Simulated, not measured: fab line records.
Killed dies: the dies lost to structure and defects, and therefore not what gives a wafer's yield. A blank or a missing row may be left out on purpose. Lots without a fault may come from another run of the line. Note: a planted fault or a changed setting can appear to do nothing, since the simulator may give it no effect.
fab line records	flow nand_harc	part 1 of 2: steps 1 to 4 of 6
[record] lots = 24	wafers = 72	last_day = 33
route steps=1302 shown P_CONTACT@235 P_M2@335 P_BONDPAD@370
lots that met no fault: from a run of the same line without faults
start_h: the number of hours between the record's first day and the start of the first shown wafer of the lot	wait_h: time in hours since the lot's previous step	" the same as in the row above	L1.1+2: several wafers, shown together as one row	- value missing, or start not given	* or withheld: withheld	< > ~ a bound
route shown NAME@n: a module of which the file shows steps, and the number in the route of the first	usual: the fault-free wafers' mean and standard deviation	same: alike in all rows	chamber/n: place in a boat	sites: readings site by site	_std_site: how widely they spread, as a standard deviation	_edge_site: mean of outer sites minus mean of inner sites	radius_mm: how far each site lies from the wafer's centre	mask NAME#n: copy n	behind: the most recent tool/chamber to have shaped the wafer	hold: reason for holding the lot/hours on hold/outcome of the hold	device: the transistor (n, p or np) that didn't switch	end of line: at the end of the route, the tests of the same wafers	for a step that has no rows: nothing shown but its recipe	killed: dies that structure and defects cost at the first sort, which is not the same as the wafer's yield	map: a wafer's dies, x killed, . not, _ none there
set.NAME: the setting the step ran with; set.NAME@STEP: the setting that earlier step ran with	model.NAME: the simulator's own value behind a step, which no gauge read
one table for each step of the route and one row for each wafer, over a sample of lots
services: a tool's chamber out of use, with start hour (start_h, from the record's first day; less than 0 if before it), hours out, and reason
[[steps]]
[step NHARC_P_CONTACT_DESCUM_17]
[recipe] time_s = 3	o2_flow_sccm = 200	ar_flow_sccm = 0	bias_power_w = 0	chemistry = O2
[usual] drypump_motor_current_A = 5.9/0.54	oes_product_au = 1.003/0.01	rf_vpp_V = 58.0/0.95	showerhead_plenum_p_Torr = 1.93/0.081	throttle_valve_pct = 11.311/0.0095
[same] time_s = 3
lot.wafer	tool	chamber	start_h	wait_h	drypump_motor_current_A	oes_product_au	rf_hours_counter_h	rf_vpp_V	showerhead_plenum_p_Torr	throttle_valve_pct
L074.4	rie_diel-11	1	117.86	0.1	5.9	0.977	1.0	59.8	1.99	11.312
L074.6	"	1	"	"	6.0	0.984	-	60.1	1.99	11.318
L074.5	"	2	"	"	5.9	0.993	-	58.2	2.06	11.321
L075.3	rie_diel-11	0	124.96	0.1	6.8	1.021	1.9	59.5	2.00	11.311
L075.4	"	1	"	"	5.9	0.993	1.4	58.1	1.99	11.302
L075.6	"	0	"	"	6.8	1.011	-	58.1	2.00	11.302
L076.1	rie_diel-12	0	141.35	0.1	5.3	0.995	0.7	55.9	1.94	11.309
L076.2	"	2	"	"	6.2	0.997	0.8	56.8	1.85	11.292
L076.6	"	1	"	"	5.1	0.992	-	58.9	2.00	11.316
L077.3	rie_diel-11	1	145.90	0.1	5.9	0.990	3.4	58.9	1.99	11.300
L077.6	"	2	"	"	5.9	1.014	-	58.7	2.06	11.293
L077.5	"	3	"	"	5.8	0.995	-	58.0	1.93	11.328
L078.4	rie_diel-05	2	162.82	0.1	6.6	1.008	2.5	58.5	1.85	11.308
L078.3	"	3	"	"	5.9	0.990	2.8	57.3	1.78	11.305
L078.5	"	1	"	"	6.5	1.014	-	58.5	1.91	11.317
L079.2	rie_diel-12	1	163.13	0.1	5.0	0.992	1.4	57.6	2.00	11.297
L079.4	"	3	"	"	5.5	1.024	1.3	56.6	1.85	11.311
L079.5	"	1	"	"	5.0	1.003	-	58.8	2.00	11.314
L080.2	rie_diel-11	1	172.73	0.1	5.9	0.997	4.8	58.5	1.99	11.323
L080.1	"	2	"	"	5.9	1.000	5.9	59.3	2.06	11.324
L080.3	"	3	"	"	5.8	1.016	5.0	57.7	1.93	11.296
L081.3	rie_diel-05	2	183.31	0.1	6.6	1.006	3.3	57.8	1.85	11.326
L081.1	"	1	"	"	6.5	1.001	2.3	56.6	1.91	11.315
L081.5	"	2	"	"	6.6	1.009	-	57.7	1.85	11.340
L082.4	rie_diel-12	2	197.73	0.1	6.2	1.010	2.4	57.1	1.85	11.323
L082.3	"	3	"	"	5.5	1.016	2.3	58.8	1.85	11.317
L082.5	"	1	"	"	5.0	1.012	-	58.6	2.00	11.307
L083.3	rie_diel-05	3	211.73	0.1	6.0	0.991	4.2	57.0	1.78	11.315
L083.4	"	0	"	"	5.2	1.005	-	60.7	2.04	11.317
L083.6	"	2	"	"	6.6	1.002	-	57.5	1.85	11.313
L084.4	rie_diel-12	3	216.61	0.1	5.5	1.010	2.8	59.2	1.85	11.296
L084.2	"	1	"	"	5.0	1.009	3.0	57.9	2.00	11.326
L084.6	"	0	"	"	5.3	0.999	-	58.3	1.94	11.306
L085.2	rie_diel-05	2	223.68	0.1	6.6	1.003	4.8	58.5	1.85	11.326
L085.6	"	2	"	"	6.6	1.001	-	56.8	1.85	11.306
L085.5	"	3	"	"	5.9	0.997	-	56.8	1.78	11.320
L086.4	rie_diel-11	2	235.03	0.1	5.9	1.004	9.5	58.2	2.06	11.292
L086.1	"	3	"	"	5.8	1.004	8.9	59.8	1.93	11.309
L086.2	"	0	"	"	6.8	1.004	8.6	60.3	1.99	11.293
L087.3	rie_diel-12	3	245.49	0.1	5.5	1.007	3.5	58.5	1.85	11.315
L087.6	"	3	"	"	5.5	0.991	-	57.8	1.85	11.303
L087.5	"	0	"	"	5.3	1.005	-	59.4	1.94	11.308
L088.4	rie_diel-05	3	265.54	0.1	5.9	1.001	0.3	56.8	1.78	11.302
L088.3	"	1	"	"	6.5	0.994	0.4	57.8	1.91	11.309
L088.5	"	3	"	"	5.9	1.004	-	56.2	1.78	11.321
L089.3	rie_diel-05	1	268.18	0.1	6.5	0.992	0.9	58.0	1.91	11.317
L089.1	"	2	"	"	6.6	1.014	0.8	56.0	1.85	11.313
L089.5	"	1	"	"	6.5	0.996	-	57.7	1.91	11.314
L090.3	rie_diel-11	3	274.05	0.1	5.8	0.988	0.2	55.8	1.92	11.291
L090.4	"	1	"	"	5.9	1.031	0.2	57.2	1.99	11.316
L090.6	"	3	"	"	5.8	0.989	-	57.5	1.92	11.324
L091.2	rie_diel-05	1	283.96	0.1	6.5	0.989	1.4	57.2	1.91	11.308
L091.4	"	2	"	"	6.6	0.997	1.4	58.4	1.85	11.321
L091.1	"	0	"	"	5.2	1.011	1.3	58.0	2.04	11.330
L092.1	rie_diel-11	1	294.01	0.1	5.9	1.016	2.1	58.7	1.99	11.309
L092.3	"	2	"	"	5.9	1.012	1.9	60.5	2.06	11.309
L092.5	"	1	"	"	5.9	1.029	-	59.1	1.99	11.294
L093.4	rie_diel-12	0	312.80	0.1	5.2	1.003	0.4	56.8	1.94	11.314
L093.5	"	0	"	"	5.3	1.004	-	57.4	1.94	11.309
L093.6	"	1	"	"	5.0	0.994	-	57.7	1.99	11.305
L094.1	rie_diel-11	2	317.64	0.1	5.9	1.019	3.4	57.0	2.06	11.301
L094.2	"	0	"	"	6.8	1.010	3.1	59.2	1.99	11.305
L094.3	"	1	"	"	5.9	1.035	3.4	57.9	1.99	11.307
L095.4	rie_diel-12	1	331.47	0.1	5.0	0.986	1.3	58.5	1.99	11.298
L095.1	"	2	"	"	6.2	0.999	1.3	57.3	1.85	11.313
L095.6	"	0	"	"	5.3	0.995	-	58.2	1.94	11.311
L096.2	rie_diel-11	2	340.07	0.1	5.9	1.015	4.9	59.3	2.06	11.309
L096.5	"	2	"	"	5.9	1.010	-	58.6	2.06	11.315
L096.6	"	3	"	"	5.8	0.998	-	57.8	1.92	11.323
L097.2	rie_diel-12	1	343.57	0.1	5.0	0.994	1.9	58.7	1.99	11.314
L097.3	"	2	"	"	6.2	1.002	1.8	57.7	1.85	11.305
L097.5	"	2	"	"	6.2	0.998	-	56.2	1.85	11.299
[step NHARC_P_CONTACT_ALD_22]
[recipe] target_thk_a = 30	pulse_time_s = 1	ald_cycles = 150	temp_c = 450	material = TiN
[usual] heater_power_w = 1065/94	precursor_pulse_height_rel = 1.001/0.021
[same] ald_cycles = 150
lot.wafer	tool	chamber	start_h	wait_h	heater_power_w	precursor_pulse_height_rel	since_wet_clean_h
L074.4	ald_metal-02	3	119.73	-	1065	0.997	34
L074.5	"	1	"	"	1166	1.041	-
L074.6	"	2	"	"	1114	0.984	-
L075.3	ald_metal-01	3	126.82	-	1014	1.019	125
L075.4	"	0	"	"	1090	1.002	125
L075.6	"	1	"	"	1024	1.039	-
L076.1	ald_metal-03	2	143.26	-	1158	1.015	99
L076.2	"	0	"	"	1279	1.002	99
L076.6	"	2	"	"	1180	0.982	-
L077.3	ald_metal-02	3	147.77	-	1079	1.022	62
L077.6	"	3	"	"	1067	0.996	-
L077.5	"	0	"	"	1052	0.982	-
L078.4	ald_metal-01	3	164.65	-	994	1.003	163
L078.3	"	1	"	"	1034	1.000	163
L078.5	"	3	"	"	962	0.993	-
L079.4	ald_metal-02	1	164.97	-	1207	0.995	79
L079.2	"	3	"	"	1054	1.005	79
L079.5	"	1	"	"	1194	1.014	-
L080.3	ald_metal-03	3	174.54	-	1100	0.982	131
L080.2	"	0	"	"	1316	1.000	131
L080.1	"	1	"	"	938	1.030	131
L081.1	ald_metal-03	1	185.51	-	923	0.997	142
L081.3	"	3	"	"	1062	0.980	142
L081.5	"	1	"	"	927	1.027	-
L082.4	ald_metal-02	1	200.06	-	1188	1.004	114
L082.3	"	3	"	"	1061	1.015	114
L082.5	"	1	"	"	1197	0.987	-
L083.3	ald_metal-01	1	213.70	-	1093	1.000	34
L083.4	"	2	"	"	891	1.016	34
L083.6	"	2	"	"	908	0.987	-
L084.2	ald_metal-02	0	218.45	-	1025	1.003	132
L084.4	"	1	"	"	1148	0.982	133
L084.6	"	3	"	"	1075	0.995	-
L085.2	ald_metal-02	3	225.55	-	1079	1.039	140
L085.6	"	1	"	"	1171	1.031	-
L085.5	"	2	"	"	1120	0.965	-
L086.2	ald_metal-03	1	236.86	-	970	0.979	15
L086.1	"	2	"	"	1155	1.026	15
L086.4	"	0	"	"	1337	1.007	15
L087.3	ald_metal-01	3	247.31	-	969	0.973	67
L087.6	"	3	"	"	996	0.981	-
L087.5	"	0	"	"	1057	0.989	-
L088.4	ald_metal-01	1	267.38	-	1091	1.022	87
L088.3	"	2	"	"	875	1.023	87
L088.5	"	1	"	"	1110	1.009	-
L089.3	ald_metal-02	2	270.03	-	1099	0.980	6
L089.1	"	0	"	"	1087	0.986	6
L089.5	"	1	"	"	1066	1.011	-
L090.4	ald_metal-01	1	275.93	-	1108	1.030	96
L090.3	"	2	"	"	908	0.993	96
L090.6	"	0	"	"	1046	1.034	-
L091.1	ald_metal-02	1	285.79	-	1060	0.998	22
L091.4	"	2	"	"	1106	0.972	22
L091.2	"	0	"	"	1070	0.990	22
L092.1	ald_metal-01	0	295.87	-	1038	1.030	116
L092.3	"	1	"	"	1129	1.013	116
L092.5	"	3	"	"	990	1.003	-
L093.4	ald_metal-01	3	314.66	-	978	1.002	135
L093.5	"	1	"	"	1126	1.004	-
L093.6	"	2	"	"	886	0.948	-
L094.1	ald_metal-02	2	319.48	-	1099	0.996	56
L094.3	"	0	"	"	1054	0.988	56
L094.2	"	1	"	"	1050	1.003	56
L095.4	ald_metal-01	2	333.29	-	898	0.992	153
L095.1	"	0	"	"	1034	0.996	153
L095.6	"	2	"	"	893	0.964	-
L096.2	ald_metal-03	0	341.93	-	1333	1.009	120
L096.5	"	2	"	"	1172	0.965	-
L096.6	"	3	"	"	1102	0.997	-
L097.3	ald_metal-02	3	345.49	-	1094	1.006	82
L097.2	"	1	"	"	1076	1.024	82
L097.5	"	2	"	"	1095	1.026	-
[step NHARC_P_M2_STRIP_18]
[recipe] power_w = 1000	n2_flow_sccm = 150	h2_flow_sccm = 150	ar_flow_sccm = 0	bias_w = 0	chemistry = N2/H2
[usual] drypump_motor_current_A = 5.3/0.45	oes_product_au = 0.994/0.0097	rf_vpp_V = 90.8/1	showerhead_plenum_p_Torr = 2.06/0.099	throttle_valve_pct = 14.171/0.0093
lot.wafer	tool	chamber	start_h	wait_h	drypump_motor_current_A	oes_product_au	rf_hours_counter_h	rf_vpp_V	showerhead_plenum_p_Torr	throttle_valve_pct
L074.4	rie_diel-08	0	130.26	0.1	5.0	1.010	5.4	90.3	1.94	14.158
L074.6	"	0	"	"	5.0	1.010	-	89.1	1.94	14.171
L074.5	"	1	"	"	5.1	1.002	-	92.3	2.21	14.162
L075.4	rie_diel-02	1	137.59	0.1	6.4	0.982	4.4	90.0	2.02	14.165
L075.3	"	0	"	"	5.6	0.985	4.4	93.5	2.16	14.178
L075.6	"	1	"	"	6.4	0.994	-	90.9	2.02	14.180
L076.1	rie_diel-02	0	154.58	0.1	5.5	0.989	5.6	91.5	2.16	14.178
L076.2	"	3	"	"	5.2	0.987	5.7	90.9	2.13	14.180
L076.6	"	1	"	"	6.4	0.989	-	91.1	2.02	14.175
L077.3	rie_diel-08	2	159.00	0.1	4.8	0.987	8.4	91.2	2.08	14.166
L077.6	"	0	"	"	5.0	1.003	-	90.0	1.94	14.169
L077.5	"	1	"	"	5.1	1.000	-	91.2	2.21	14.180
L078.4	rie_diel-09	1	175.61	0.1	5.8	0.979	0.5	92.1	2.16	14.172
L078.3	"	0	"	"	5.8	0.987	0.8	90.7	1.98	14.165
L078.5	"	2	"	"	4.7	0.990	-	91.5	2.02	14.165
L079.4	rie_diel-08	0	176.15	0.1	5.0	1.003	9.0	90.4	1.94	14.182
L079.2	"	1	"	"	5.1	0.995	9.0	90.7	2.21	14.183
L079.5	"	3	"	"	5.2	0.997	-	90.6	1.91	14.157
L080.1	rie_diel-09	3	185.69	0.1	5.1	0.990	1.0	89.1	1.95	14.189
L080.3	"	0	"	"	5.8	0.973	1.0	90.6	1.98	14.177
L080.2	"	1	"	"	5.8	0.976	0.7	91.6	2.16	14.163
L081.3	rie_diel-09	3	196.51	0.1	5.1	1.005	2.1	90.5	1.95	14.178
L081.1	"	1	"	"	5.8	0.977	2.8	91.4	2.16	14.170
L081.5	"	3	"	"	5.1	0.987	-	89.1	1.95	14.181
L082.4	rie_diel-02	1	210.90	0.1	6.3	0.994	7.5	90.4	2.02	14.168
L082.3	"	3	"	"	5.2	0.995	8.2	91.5	2.13	14.164
L082.5	"	1	"	"	6.3	0.996	-	91.4	2.02	14.162
L083.3	rie_diel-08	0	224.90	0.1	4.9	1.018	1.2	90.0	1.94	14.167
L083.4	"	3	"	"	5.2	1.008	1.2	92.1	1.91	14.172
L083.6	"	0	"	"	5.0	1.011	-	90.1	1.94	14.139
L084.4	rie_diel-09	1	229.48	0.1	5.8	0.980	3.8	92.8	2.16	14.176
L084.2	"	3	"	"	5.1	0.997	3.3	90.8	1.95	14.184
L084.6	"	0	"	"	5.8	0.976	-	89.1	1.97	14.184
L085.2	rie_diel-08	0	236.44	0.1	5.0	0.992	2.2	92.3	1.94	14.165
L085.5	"	0	"	"	5.0	1.001	-	89.6	1.94	14.164
L085.6	"	1	"	"	5.0	1.005	-	91.5	2.21	14.179
L086.2	rie_diel-02	2	247.94	0.1	5.4	0.988	2.0	90.2	2.10	14.168
L086.4	"	0	"	"	5.5	0.992	2.4	92.4	2.16	14.160
L086.1	"	1	"	"	6.4	1.005	2.0	89.6	2.02	14.181
L087.3	rie_diel-08	3	258.22	0.1	5.2	0.995	2.6	89.6	1.91	14.171
L087.5	"	3	"	"	5.2	1.000	-	90.3	1.91	14.178
L087.6	"	2	"	"	4.8	0.985	-	90.7	2.08	14.172
L088.3	rie_diel-02	0	278.20	0.1	5.5	0.983	3.8	89.9	2.16	14.187
L088.4	"	2	"	"	5.4	0.984	2.9	90.1	2.10	14.177
L088.5	"	3	"	"	5.2	0.997	-	90.2	2.13	14.171
L089.1	rie_diel-02	0	281.48	0.1	5.5	0.993	3.9	91.1	2.16	14.145
L089.3	"	2	"	"	5.4	0.975	3.0	91.1	2.10	14.176
L089.5	"	1	"	"	6.4	0.981	-	90.1	2.02	14.175
L090.3	rie_diel-02	3	288.12	0.1	5.2	0.994	4.2	90.4	2.13	14.171
L090.6	"	1	"	"	6.4	0.983	-	91.0	2.02	14.166
L090.4	"	3	"	"	5.2	0.987	-	91.2	2.13	14.174
L091.1	rie_diel-08	0	297.10	0.1	5.0	1.008	5.0	91.1	1.94	14.163
L091.4	"	1	"	"	5.0	0.986	4.1	91.9	2.21	14.166
L091.2	"	2	"	"	4.8	0.993	3.9	90.2	2.08	14.169
L092.3	rie_diel-09	2	306.49	0.1	4.8	0.993	7.6	90.4	2.02	14.178
L092.1	"	1	"	"	5.8	0.995	8.2	92.2	2.16	14.173
L092.5	"	3	"	"	5.1	0.988	-	90.3	1.95	14.172
L093.4	rie_diel-02	3	325.83	0.1	5.2	1.003	6.0	90.0	2.13	14.168
L093.5	"	3	"	"	5.2	0.989	-	90.7	2.13	14.161
L093.6	"	0	"	"	5.5	0.987	-	92.9	2.16	14.149
L094.2	rie_diel-08	3	330.46	0.1	5.2	0.997	6.2	90.5	1.91	14.182
L094.3	"	1	"	"	5.0	1.006	5.8	91.4	2.21	14.162
L094.1	"	2	"	"	4.8	0.998	5.4	91.9	2.08	14.166
L095.1	rie_diel-08	2	344.26	0.1	4.8	1.010	5.9	89.3	2.08	14.163
L095.4	"	0	"	"	5.0	0.992	7.7	90.3	1.94	14.163
L095.6	"	1	"	"	5.1	0.995	-	90.3	2.21	14.163
L096.2	rie_diel-08	2	352.81	0.1	4.8	0.997	6.7	91.7	2.08	14.165
L096.5	"	1	"	"	5.1	0.991	-	91.5	2.21	14.167
L096.6	"	2	"	"	4.8	0.992	-	91.5	2.08	14.174
L097.3	rie_diel-09	1	356.83	0.1	5.8	0.986	1.8	92.2	2.16	14.170
L097.2	"	3	"	"	5.1	1.013	2.1	90.0	1.94	14.191
L097.5	"	0	"	"	5.8	0.995	-	90.0	1.97	14.160
[step NHARC_P_M2_CMP_23]
[recipe] t_overpolish_s = 20	target_thk_nm = 144.3
[usual] edge_zone_pressure_frac = 1.001/0.0048	motor_current_A = 12.4/1.2	time_to_endpoint_s = 28.5/2.3
lot.wafer	tool	chamber	start_h	wait_h	edge_zone_pressure_frac	motor_current_A	time_to_endpoint_s
L074.4	cmp-01	0	132.02	-	1.003	11.7	29.4
L074.5	"	3	"	"	0.997	13.1	32.2
L074.6	"	0	"	"	1.005	12.5	28.9
L075.3	cmp-04	2	139.34	-	1.009	13.9	29.1
L075.4	"	0	"	"	1.000	13.6	30.7
L075.6	"	2	"	"	1.001	14.1	30.6
L076.2	cmp-02	0	156.34	-	1.000	11.5	32.5
L076.1	"	1	"	"	0.997	13.5	30.2
L076.6	"	1	"	"	0.999	13.5	29.5
L077.3	cmp-02	1	160.76	-	1.003	13.4	29.3
L077.5	"	0	"	"	1.006	11.9	30.5
L077.6	"	1	"	"	1.006	12.5	25.9
L078.4	cmp-01	0	177.38	-	0.997	12.7	27.5
L078.3	"	3	"	"	0.997	13.6	29.8
L078.5	"	1	"	"	1.003	10.3	30.5
L079.2	cmp-01	3	177.92	-	0.995	13.1	26.5
L079.4	"	0	"	"	1.004	12.2	24.8
L079.5	"	0	"	"	1.000	12.3	26.2
L080.3	cmp-02	3	187.41	-	0.995	10.8	28.2
L080.1	"	0	"	"	1.005	12.3	33.6
L080.2	"	1	"	"	1.003	13.3	28.8
L081.3	cmp-04	2	198.26	-	1.002	13.6	27.0
L081.1	"	0	"	"	1.013	13.6	29.5
L081.5	"	2	"	"	1.004	13.9	27.6
L082.4	cmp-02	0	212.62	-	1.003	11.9	33.2
L082.3	"	2	"	"	1.000	14.6	28.8
L082.5	"	0	"	"	0.998	11.7	33.2
L083.3	cmp-04	2	227.17	-	1.003	14.1	26.8
L083.4	"	1	"	"	1.002	10.7	26.5
L083.6	"	2	"	"	0.995	14.4	25.5
L084.2	cmp-01	3	231.23	-	1.000	13.5	28.0
L084.4	"	0	"	"	1.000	12.4	24.2
L084.6	"	2	"	"	1.009	12.5	23.4
L085.2	cmp-01	2	238.16	-	1.000	12.5	26.0
L085.5	"	2	"	"	1.013	11.8	25.4
L085.6	"	3	"	"	1.000	13.3	29.4
L086.4	cmp-01	3	249.66	-	1.000	13.7	26.9
L086.1	"	1	"	"	0.997	11.5	27.7
L086.2	"	2	"	"	1.002	12.3	23.5
L087.3	cmp-02	0	260.02	-	0.993	12.0	29.1
L087.5	"	0	"	"	1.002	11.5	28.9
L087.6	"	1	"	"	1.000	13.8	25.1
L088.4	cmp-01	3	279.91	-	1.001	13.5	29.9
L088.3	"	2	"	"	0.999	13.0	28.3
L088.5	"	3	"	"	1.007	12.8	29.3
L089.3	cmp-01	2	283.27	-	1.001	12.2	25.9
L089.1	"	3	"	"	1.006	13.1	31.2
L089.5	"	1	"	"	1.005	11.1	29.3
L090.3	cmp-02	2	290.11	-	1.001	13.2	28.5
L090.4	"	1	"	"	1.003	12.5	27.1
L090.6	"	2	"	"	0.996	14.3	28.7
L091.1	cmp-02	3	299.30	-	1.005	10.8	31.7
L091.4	"	0	"	"	0.999	11.2	31.0
L091.2	"	1	"	"	1.003	13.5	31.4
L092.1	cmp-04	0	308.28	-	1.000	13.2	30.7
L092.3	"	1	"	"	0.999	10.7	28.2
L092.5	"	3	"	"	1.004	12.0	30.6
L093.4	cmp-04	2	327.58	-	0.999	14.1	29.6
L093.6	"	1	"	"	0.998	10.6	27.1
L093.5	"	2	"	"	0.991	15.0	27.3
L094.2	cmp-01	3	332.37	-	1.010	13.2	30.4
L094.1	"	0	"	"	0.998	12.8	29.4
L094.3	"	2	"	"	1.005	12.4	28.4
L095.1	cmp-04	0	345.99	-	1.004	12.8	31.8
L095.4	"	2	"	"	0.994	14.3	28.0
L095.6	"	0	"	"	1.004	13.2	31.7
L096.2	cmp-01	1	354.58	-	0.998	11.1	29.1
L096.5	"	0	"	"	1.005	12.3	27.3
L096.6	"	1	"	"	1.003	11.1	28.5
L097.2	cmp-02	1	358.56	-	0.995	13.1	28.5
L097.3	"	3	"	"	1.006	9.9	29.4
L097.5	"	0	"	"	0.994	11.7	30.1
